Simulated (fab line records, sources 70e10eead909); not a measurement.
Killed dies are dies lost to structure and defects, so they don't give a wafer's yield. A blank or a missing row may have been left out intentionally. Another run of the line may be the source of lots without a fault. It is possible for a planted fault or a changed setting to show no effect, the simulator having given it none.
fab line records ; flow nand_harc
[record] lots = 6; wafers = 18; last_day = 32
route steps=1302 shown A_CHANNEL_FILL_D2@617 END@1302
lots that met no fault: from a run of the same line without faults
start_h: hours from the record's first day to the start of the lot's first wafer shown ; wait_h: time in hours since the lot's previous step ; " as in the row above ; L1.1+2: a row that stands for several wafers ; - no value, or no start given ; * or withheld: withheld ; < > ~ a bound
route shown NAME@n: names a module that has steps shown in the file, with the first one's number in the route ; usual: mean and standard deviation over wafers with no fault ; same: alike in all rows ; chamber/n: place in a boat ; sites: per-site readings ; _std_site: standard deviation across them ; _edge_site: inner sites' mean taken away from outer sites' mean ; radius_mm: how far each site lies from the wafer's centre ; mask NAME#n: copy n ; behind: tool/chamber where the wafer was last shaped ; hold: cause of the lot's hold/its duration in hours/its outcome ; device: which transistor (n, p or np) failed to switch ; end of line: the same wafers' tests at the end of the route ; a step without rows: its recipe alone ; killed: the dies lost at the first sort to structure and to defects; this is not the yield of the wafer ; map: the dies of a wafer, with x for killed, . for not killed, _ for no die there
set.NAME: the setting the step ran with; set.NAME@STEP: the setting that earlier step ran with ; model.NAME: the simulator's own value behind a step, which no gauge read
certain route steps with their lots: each step a table, each wafer a row
services: the hour from which a tool's chamber was out of use, counted from the record's first day as start_h (under 0 if before that day), plus the number of hours and why
[[steps]]
[step NHARC_A_CHANNEL_FILL_D2_ANNEAL_17]
[recipe] temp_c = 850; time_s = 1800
[step NHARC_A_CHANNEL_FILL_D2_CVD_18]
[recipe] target_thk_a = 30; temp_c = 550; material = poly-Si
[step NHARC_A_CHANNEL_FILL_D2_ETCHBACK_19]
[recipe] target_depth_a = 50; time_s = 1.7; hbr_flow_sccm = 150; cl2_flow_sccm = 50; rf_w = 400; icp_w = 400; bias_w = 100; chemistry = HBr/Cl2
[usual] drypump_motor_current_A = 5.7/0.38; hbr_flow_sccm = 150.0/0.47; oes_product_au = 1.005/0.014; throttle_valve_pct = 26.406/0.0083
lot.wafer;tool;chamber;start_h;wait_h;drypump_motor_current_A;hbr_flow_sccm;oes_product_au;rf_hours_counter_h;throttle_valve_pct
L126.1;rie_si-02;3;367.76;0.4;5.9;149.7;1.008;0.4;26.405
L126.3;rie_si-02;2;367.76;0.4;5.7;149.5;1.015;0.5;26.398
L126.5;rie_si-02;0;367.76;0.4;5.6;148.9;1.001;-;26.404
L135.3;rie_si-04;1;459.60;0.4;6.4;149.2;0.982;0.9;26.408
L135.2;rie_si-04;2;459.60;0.4;5.6;149.5;1.003;0.8;26.417
L135.5;rie_si-04;1;459.60;0.4;6.4;149.4;0.999;-;26.407
L136.2;rie_si-02;1;471.64;0.4;5.0;149.3;0.984;0.0;26.408
L136.6;rie_si-02;1;471.64;0.4;5.0;149.8;0.967;-;26.404
L136.5;rie_si-02;2;471.64;0.4;5.7;149.8;1.031;-;26.388
L141.4;rie_si-02;3;496.94;0.4;5.9;149.8;1.012;0.1;26.415
L141.3;rie_si-02;2;496.94;0.4;5.7;149.5;1.026;0.1;26.400
L141.5;rie_si-02;3;496.94;0.4;5.9;150.2;1.017;-;26.390
L142.3;rie_si-04;1;505.68;0.4;6.4;149.1;1.006;1.2;26.408
L142.2;rie_si-04;2;505.68;0.4;5.6;149.8;1.015;1.1;26.401
L142.4;rie_si-04;0;505.68;0.4;6.0;150.8;1.011;0.9;26.422
L143.2;rie_si-02;3;533.59;0.4;5.9;150.2;0.989;0.4;26.396
L143.3;rie_si-02;0;533.59;0.4;5.6;149.9;1.014;0.4;26.409
L143.5;rie_si-02;3;533.59;0.4;5.9;149.7;0.997;-;26.401
[step NHARC_A_CHANNEL_FILL_D2_ETCHBACK_20]
[recipe] target_depth_a = 270; time_s = 13.5; c4f8_flow_sccm = withheld; o2_flow_sccm = 8; ar_flow_sccm = withheld; rf_w = 600; bias_w = 1500; chemistry = C4F8/O2/Ar
[usual] oes_product_au = 0.993/0.023; rf_vpp_V = 975/5.1
lot.wafer;tool;chamber;start_h;wait_h;oes_product_au;rf_hours_counter_h;rf_vpp_V
L126.1;rie_diel-11;3;367.89;-;1.008;4;974
L126.3;rie_diel-11;2;367.89;-;1.002;4;976
L126.5;rie_diel-11;0;367.89;-;0.991;-;976
L135.3;rie_diel-11;0;459.74;-;1.015;0;977
L135.2;rie_diel-11;2;459.74;-;1.000;0;976
L135.5;rie_diel-11;3;459.74;-;1.034;-;972
L136.2;rie_diel-11;1;471.79;-;0.993;1;981
L136.6;rie_diel-11;3;471.79;-;1.005;-;972
L136.5;rie_diel-11;0;471.79;-;0.988;-;978
L141.4;rie_diel-08;1;497.08;-;1.010;4;969
L141.3;rie_diel-08;3;497.08;-;0.988;4;984
L141.5;rie_diel-08;1;497.08;-;1.019;-;969
L142.2;rie_diel-12;0;505.81;-;0.907;8;974
L142.3;rie_diel-12;3;505.81;-;0.912;7;984
L142.4;rie_diel-12;1;505.81;-;0.922;-;977
L143.3;rie_diel-08;3;533.77;-;0.968;5;985
L143.2;rie_diel-08;0;533.77;-;0.984;5;969
L143.5;rie_diel-08;3;533.77;-;0.972;-;986
[step NHARC_A_CHANNEL_FILL_D2_STRIP_28]
[recipe] time_s = 20; o2_flow_sccm = 500; ar_flow_sccm = 0; bias_w = 0; chemistry = O2
[usual] chamber_pressure_mTorr = 60.00/0.057; drypump_motor_current_A = 5.8/0.45; oes_product_au = 1.000/0.015; rf_vpp_V = 57.6/0.92; showerhead_plenum_p_Torr = 3.46/0.13; throttle_valve_pct = 17.036/0.0083
[same] bias_w = 0
lot.wafer;tool;chamber;start_h;wait_h;chamber_pressure_mTorr;drypump_motor_current_A;oes_product_au;rf_hours_counter_h;rf_vpp_V;showerhead_plenum_p_Torr;throttle_valve_pct
L126.3;rie_diel-11;2;368.03;0.1;60.00;5.6;1.006;4;56.2;3.47;17.028
L126.1;rie_diel-11;0;368.03;0.1;59.95;5.7;1.003;4;56.6;3.49;17.034
L126.5;rie_diel-11;0;368.03;0.1;60.00;5.7;0.987;-;58.2;3.49;17.027
L135.2;rie_diel-11;0;459.82;0.1;60.01;5.7;1.009;0;56.9;3.49;17.034
L135.3;rie_diel-11;1;459.82;0.1;60.07;6.5;1.002;0;57.7;3.58;17.037
L135.5;rie_diel-11;1;459.82;0.1;60.07;6.5;0.993;-;60.1;3.58;17.041
L136.2;rie_diel-11;3;471.87;0.1;60.06;6.4;1.027;1;56.9;3.39;17.038
L136.5;rie_diel-11;0;471.87;0.1;60.02;5.7;1.005;-;58.3;3.49;17.046
L136.6;rie_diel-11;1;471.87;0.1;59.91;6.5;1.011;-;57.8;3.58;17.028
L141.3;rie_diel-08;1;497.17;0.1;60.01;5.2;1.007;4;56.5;3.31;17.039
L141.4;rie_diel-08;2;497.17;0.1;60.05;5.7;1.000;4;56.9;3.45;17.043
L141.5;rie_diel-08;1;497.17;0.1;60.12;5.2;1.019;-;58.0;3.31;17.035
L142.2;rie_diel-12;0;505.92;0.1;60.03;4.9;0.994;8;57.6;3.40;17.045
L142.3;rie_diel-12;3;505.92;0.1;59.96;5.9;0.991;7;57.0;3.64;17.052
L142.4;rie_diel-12;1;505.92;0.1;60.04;5.9;0.994;-;58.4;3.49;17.034
L143.3;rie_diel-08;1;533.86;0.1;59.94;5.1;1.023;5;57.0;3.31;17.051
L143.2;rie_diel-08;3;533.86;0.1;60.06;5.8;0.981;5;58.9;3.69;17.031
L143.5;rie_diel-08;1;533.86;0.1;60.00;5.1;1.024;-;58.6;3.31;17.042
[step NHARC_A_CHANNEL_FILL_D2_PRECLEAN_21]
[recipe] time_s = 30; chemistry = dHF
[step NHARC_A_CHANNEL_FILL_D2_SRD_23]
[step NHARC_A_CHANNEL_FILL_D2_CVD_05]
[recipe] target_thk_a = 50; temp_c = 550; material = poly-Si
[step NHARC_A_CHANNEL_FILL_D2_ANNEAL_22]
[recipe] temp_c = 620; time_s = 7200
[step NHARC_A_CHANNEL_FILL_D2_ALD_25]
[recipe] target_thk_a = 600; pulse_time_s = 10; ald_cycles = 600; temp_c = 300; material = SiOx
[usual] heater_power_w = 455/50; precursor_pulse_height_rel = 0.998/0.019
lot.wafer;tool;chamber;start_h;wait_h;heater_power_w;precursor_pulse_height_rel;since_wet_clean_h
L126.1;ald_hk-01;0;379.29;0.1;400;1.011;73
L126.3;ald_hk-01;3;381.09;1.9;361;1.000;75
L126.5;ald_hk-01;1;382.29;3.1;375;1.029;-
L135.3;ald_hk-01;3;472.87;0.1;366;0.985;167
L135.2;ald_hk-01;1;474.11;1.3;383;1.000;168
L135.5;ald_hk-01;3;475.34;2.5;369;1.012;-
L136.2;ald_hk-03;2;484.74;0.1;473;0.982;84
L136.5;ald_hk-03;2;487.21;2.5;499;0.989;-
L136.6;ald_hk-03;3;487.21;2.5;506;0.972;-
L141.3;ald_hk-03;0;510.75;0.0;502;0.998;110
L141.4;ald_hk-03;2;512.00;1.3;491;1.030;111
L141.5;ald_hk-03;0;513.24;2.5;507;0.999;-
L142.2;ald_hk-03;1;518.57;0.1;444;0.992;118
L142.4;ald_hk-03;2;518.57;0.1;499;1.009;118
L142.3;ald_hk-03;0;520.41;1.9;498;1.021;120
L143.3;ald_hk-02;2;546.80;1.3;439;0.990;10
L143.2;ald_hk-02;3;546.80;1.3;500;0.997;11
L143.5;ald_hk-02;0;546.80;1.3;496;0.990;-
[step NHARC_A_CHANNEL_FILL_D2_ETCHBACK_08]
[recipe] target_depth_a = 2200; time_s = 110; c4f8_flow_sccm = 20; ar_flow_sccm = withheld; rf_w = 600; bias_w = 300; chemistry = C4F8
[usual] oes_product_au = 0.98/0.034; rf_vpp_V = 439.8/2
lot.wafer;tool;chamber;start_h;wait_h;oes_product_au;rf_hours_counter_h;rf_vpp_V
L126.1;rie_diel-11;1;-;-;0.97;3;441.1
L126.3;rie_diel-11;2;-;-;0.93;4;439.0
L126.5;rie_diel-11;0;-;-;0.93;-;439.7
L135.2;rie_diel-11;2;-;-;0.92;1;440.7
L135.3;rie_diel-11;1;-;-;0.91;1;441.0
L135.5;rie_diel-11;2;-;-;0.92;-;441.2
L136.2;rie_diel-08;2;-;-;0.99;4;439.9
L136.5;rie_diel-08;1;-;-;1.00;-;437.3
L136.6;rie_diel-08;2;-;-;0.98;-;439.7
L141.3;rie_diel-11;2;-;-;0.93;1;439.8
L141.4;rie_diel-11;3;-;-;0.93;1;439.3
L141.5;rie_diel-11;1;-;-;0.91;-;443.4
L142.2;rie_diel-11;2;-;-;1.01;2;441.0
L142.3;rie_diel-11;3;-;-;1.00;2;437.4
L142.4;rie_diel-11;0;-;-;1.01;2;440.0
L143.2;rie_diel-12;1;-;-;1.00;15;439.0
L143.3;rie_diel-12;2;-;-;1.02;15;437.3
L143.5;rie_diel-12;0;-;-;0.98;-;437.9
[step NHARC_A_CHANNEL_FILL_D2_STRIP_29]
[recipe] time_s = 20; o2_flow_sccm = 500; ar_flow_sccm = 0; bias_w = 0; chemistry = O2
[usual] bias_w = 0/0; chamber_pressure_mTorr = 60.00/0.051; drypump_motor_current_A = 5.9/0.46; oes_product_au = 1.001/0.014; rf_vpp_V = 57.7/0.87; showerhead_plenum_p_Torr = 3.46/0.1; throttle_valve_pct = 17.037/0.0087
lot.wafer;tool;chamber;start_h;wait_h;bias_w;chamber_pressure_mTorr;drypump_motor_current_A;oes_product_au;rf_hours_counter_h;rf_vpp_V;showerhead_plenum_p_Torr;throttle_valve_pct
L126.1;rie_diel-11;1;384.91;-;0;60.00;6.5;0.997;3;58.3;3.58;17.035
L126.3;rie_diel-11;3;384.91;-;0;59.96;6.4;1.017;4;57.3;3.39;17.023
L126.5;rie_diel-11;0;384.91;-;0;59.92;5.7;1.003;-;58.6;3.49;17.019
L135.2;rie_diel-11;1;478.58;-;-;-;-;-;-;-;-;-
L135.3;rie_diel-11;2;478.58;-;-;-;-;-;-;-;-;-
L135.5;rie_diel-11;1;478.58;-;-;-;-;-;-;-;-;-
L136.2;rie_diel-08;1;490.46;-;-;-;-;-;-;-;-;-
L136.6;rie_diel-08;3;490.46;-;-;-;-;-;-;-;-;-
L136.5;rie_diel-08;0;490.46;-;-;-;-;-;-;-;-;-
L141.3;rie_diel-11;1;516.49;-;0;60.03;6.6;1.004;1;58.6;3.58;17.033
L141.4;rie_diel-11;2;516.49;-;0;59.97;5.6;1.009;1;57.6;3.47;17.036
L141.5;rie_diel-11;1;516.49;-;0;59.99;6.6;0.997;-;57.5;3.58;17.045
L142.2;rie_diel-11;3;524.25;-;0;59.95;6.4;1.017;2;57.0;3.39;17.047
L142.4;rie_diel-11;0;524.25;-;0;60.04;5.7;1.017;2;57.2;3.49;17.033
L142.3;rie_diel-11;1;524.25;-;0;60.05;6.5;0.995;2;59.1;3.58;17.049
L143.2;rie_diel-12;3;551.35;-;0;60.01;5.9;0.978;17;57.2;3.64;17.040
L143.3;rie_diel-12;0;551.35;-;0;60.00;4.9;0.976;18;58.6;3.39;17.040
L143.5;rie_diel-12;0;551.35;-;0;59.94;4.9;0.988;-;57.4;3.39;17.026
[step NHARC_A_CHANNEL_FILL_D2_PRECLEAN_30]
[recipe] time_s = 30; chemistry = dHF
[step NHARC_END_SORT_01]
[recipe] temp_c = 25
[usual] killed_at_array = 59/17; killed_at_other = 0.9/1.6; killed_at_periphery = 3.7/2.3; killed_dies = 64/17; killed_open = 3.3/1.8; killed_short = 2.4/1.6
[same] gross_dies = 677
lot.wafer;tool;chamber;start_h;wait_h;killed_at_array;killed_at_other;killed_at_periphery;killed_dies;killed_open;killed_short
L135.2;prober-02;0;701.35;2.8;673;1;3;677;6;3
L135.3;prober-02;0;702.15;3.1;675;0;2;677;7;2
L135.5;prober-02;0;703.76;3.7;672;0;5;677;4;0
L136.2;prober-01;0;701.35;2.8;670;1;6;677;3;3
L136.5;prober-01;0;703.74;3.7;676;0;1;677;4;2
L136.6;prober-01;0;704.54;4.0;672;1;4;677;3;2
// killed by level:class
L135.2 A_CHANNEL_FILL_D2:area_strip=593 A_SLIT:chamber_film_flake=30 A_CHANNEL_HOLE_D2:chamber_film_flake=15 A_CHANNEL_HOLE_D1:chamber_film_flake=9 A_CONTACT:chamber_film_flake=9 A_DECK1_JOINT:chamber_film_flake=4 A_BLC:geometric_particle:open=3 A_WL_FILL:geometric_particle:short=2
L136.2 A_CHANNEL_FILL_D2:area_strip=592 A_CHANNEL_HOLE_D1:chamber_film_flake=27 A_CHANNEL_HOLE_D2:chamber_film_flake=20 A_CONTACT:chamber_film_flake=11 A_SLIT:chamber_film_flake=6 A_DECK1_JOINT:chamber_film_flake=4 A_CHANNEL_FILL_D1:chamber_film_flake=2 A_CHANNEL_FILL_D2:chamber_film_flake=2
L135.3 A_CHANNEL_FILL_D2:area_strip=615 A_SLIT:chamber_film_flake=33 A_CHANNEL_HOLE_D2:chamber_film_flake=8 A_CHANNEL_HOLE_D1:chamber_film_flake=5 A_CHANNEL_HOLE_D1:geometric_particle:open=2 A_M0:geometric_particle:open=2 A_STAIRCASE:chamber_film_flake=2 A_CONTACT:chamber_film_flake=2
L136.5 A_CHANNEL_FILL_D2:area_strip=602 A_CHANNEL_HOLE_D2:chamber_film_flake=23 A_CHANNEL_HOLE_D1:chamber_film_flake=21 A_CONTACT:chamber_film_flake=14 A_SLIT:chamber_film_flake=3 A_DECK1_JOINT:chamber_film_flake=3 A_M1:geometric_particle:open=2 A_CHANNEL_FILL_D1:chamber_film_flake=2
L135.5 A_CHANNEL_FILL_D2:area_strip=597 A_SLIT:chamber_film_flake=35 A_CHANNEL_HOLE_D2:chamber_film_flake=18 A_CONTACT:chamber_film_flake=9 A_CHANNEL_HOLE_D1:chamber_film_flake=4 A_STAIRCASE:chamber_film_flake=3 P_M2:chamber_film_flake=2 A_BLC:chamber_film_flake=2
L136.6 A_CHANNEL_FILL_D2:area_strip=597 A_CHANNEL_HOLE_D1:chamber_film_flake=28 A_CHANNEL_HOLE_D2:chamber_film_flake=17 A_CONTACT:chamber_film_flake=13 A_SLIT:chamber_film_flake=3 A_BLC:chamber_film_flake=3 A_DECK1_JOINT:chamber_film_flake=2 A_WL_FILL:chamber_film_flake=2
// map L135.2 (x killed, . not)
____________x____________
_________xxxxxxx_________
_______xxxxxxxxxxx_______
______xxxxxxxxxxxxx______
_____xxxxxxxxxxxxxxx_____
____xxxxxxxxxxxxxxxxx____
____xxxxxxxxxxxxxxxxx____
___xxxxxxxxxxxxxxxxxxx___
___xxxxxxxxxxxxxxxxxxx___
__xxxxxxxxxxxxxxxxxxxxx__
__xxxxxxxxxxxxxxxxxxxxx__
_xxxxxxxxxxxxxxxxxxxxxxx_
_xxxxxxxxxxxxxxxxxxxxxxx_
_xxxxxxxxxxxxxxxxxxxxxxx_
_xxxxxxxxxxxxxxxxxxxxxxx_
_xxxxxxxxxxxxxxxxxxxxxxx_
xxxxxxxxxxxxxxxxxxxxxxxxx
xxxxxxxxxxxxxxxxxxxxxxxxx
xxxxxxxxxxxxxxxxxxxxxxxxx
xxxxxxxxxxxxxxxxxxxxxxxxx
xxxxxxxxxxxxxxxxxxxxxxxxx
_xxxxxxxxxxxxxxxxxxxxxxx_
_xxxxxxxxxxxxxxxxxxxxxxx_
_xxxxxxxxxxxxxxxxxxxxxxx_
_xxxxxxxxxxxxxxxxxxxxxxx_
_xxxxxxxxxxxxxxxxxxxxxxx_
__xxxxxxxxxxxxxxxxxxxxx__
__xxxxxxxxxxxxxxxxxxxxx__
___xxxxxxxxxxxxxxxxxxx___
___xxxxxxxxxxxxxxxxxxx___
____xxxxxxxxxxxxxxxxx____
____xxxxxxxxxxxxxxxxx____
_____xxxxxxxxxxxxxxx_____
______xxxxxxxxxxxxx______
_______xxxxxxxxxxx_______
_________xxxxxxx_________
____________x____________
// map L136.2 (x killed, . not)
____________x____________
_________xxxxxxx_________
_______xxxxxxxxxxx_______
______xxxxxxxxxxxxx______
_____xxxxxxxxxxxxxxx_____
____xxxxxxxxxxxxxxxxx____
____xxxxxxxxxxxxxxxxx____
___xxxxxxxxxxxxxxxxxxx___
___xxxxxxxxxxxxxxxxxxx___
__xxxxxxxxxxxxxxxxxxxxx__
__xxxxxxxxxxxxxxxxxxxxx__
_xxxxxxxxxxxxxxxxxxxxxxx_
_xxxxxxxxxxxxxxxxxxxxxxx_
_xxxxxxxxxxxxxxxxxxxxxxx_
_xxxxxxxxxxxxxxxxxxxxxxx_
_xxxxxxxxxxxxxxxxxxxxxxx_
xxxxxxxxxxxxxxxxxxxxxxxxx
xxxxxxxxxxxxxxxxxxxxxxxxx
xxxxxxxxxxxxxxxxxxxxxxxxx
xxxxxxxxxxxxxxxxxxxxxxxxx
xxxxxxxxxxxxxxxxxxxxxxxxx
_xxxxxxxxxxxxxxxxxxxxxxx_
_xxxxxxxxxxxxxxxxxxxxxxx_
_xxxxxxxxxxxxxxxxxxxxxxx_
_xxxxxxxxxxxxxxxxxxxxxxx_
_xxxxxxxxxxxxxxxxxxxxxxx_
__xxxxxxxxxxxxxxxxxxxxx__
__xxxxxxxxxxxxxxxxxxxxx__
___xxxxxxxxxxxxxxxxxxx___
___xxxxxxxxxxxxxxxxxxx___
____xxxxxxxxxxxxxxxxx____
____xxxxxxxxxxxxxxxxx____
_____xxxxxxxxxxxxxxx_____
______xxxxxxxxxxxxx______
_______xxxxxxxxxxx_______
_________xxxxxxx_________
____________x____________
[[services]]
tool;chamber;start_h;hours;kind
ald_hk-02;-;350.04;10.0;pm
rie_diel-12;0;352.12;11.8;repair
rie_si-04;0;354.07;12.3;repair
rie_diel-12;-;355.27;22.6;repair
rie_diel-11;2;360.51;2.0;repair
rie_diel-08;3;362.47;2.1;repair
rie_diel-11;1;365.81;7.9;repair
rie_diel-08;-;367.80;9.0;pm
rie_si-02;-;387.27;0.1;repair
rie_si-02;0;390.76;1.5;repair
ald_hk-03;-;392.01;10.0;pm
rie_diel-08;2;426.16;5.3;repair
rie_diel-11;-;432.51;9.0;pm
rie_diel-12;-;445.40;9.0;pm
rie_si-02;3;445.52;8.5;repair
rie_si-02;-;454.00;9.0;pm
rie_diel-12;2;463.11;4.9;repair
rie_diel-08;0;475.59;7.6;repair
rie_diel-12;3;476.28;8.0;repair
rie_diel-12;2;495.22;12.4;repair
rie_si-04;-;519.00;9.0;pm
rie_si-02;2;521.27;11.3;repair
rie_diel-12;1;533.72;14.0;repair
rie_diel-08;-;544.80;9.0;pm
[[key]]
[first_sign] step = NHARC_A_CHANNEL_FILL_D2_STRIP_29; reading = tool_record; direction = missing
[effect] step = NHARC_END_SORT_01; reading = killed_at_array; direction = up; sigmas = 37; usual = 59; struck = 673
[more_kills_born_at] NHARC_A_CHANNEL_FILL_D2_STRIP_29@rie_diel-11 = 1805; NHARC_A_CHANNEL_FILL_D2_STRIP_29@rie_diel-08 = 1791
met_at NHARC_A_CHANNEL_FILL_D2_STRIP_29
struck_wafers L135.2,L135.3,L135.5,L136.2,L136.5,L136.6
later_rows_left_out L135.2,L135.3,L135.5,L136.2,L136.5,L136.6
tester_left_out L135,L136
onset_between 384.91 478.58
[fault] kind = skipped_step_whole; tool = rie_diel-08,rie_diel-11; chamber = -; onset_h = 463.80; steps = NHARC_A_CHANNEL_FILL_D2_STRIP_29; scope = struck_lots_only
// tester_left_out: of these lots the tester's yield and bins aren't shown, on N5 and GAA mostly nor the transistor test; their killed dies are dies lost to structure and defects alone, not to doping, threshold or leakage, so they don't give the yield
// later_rows_left_out: the simulator's readings of these wafers behind a module that went badly wrong aren't trusted and aren't shown, but for the sort
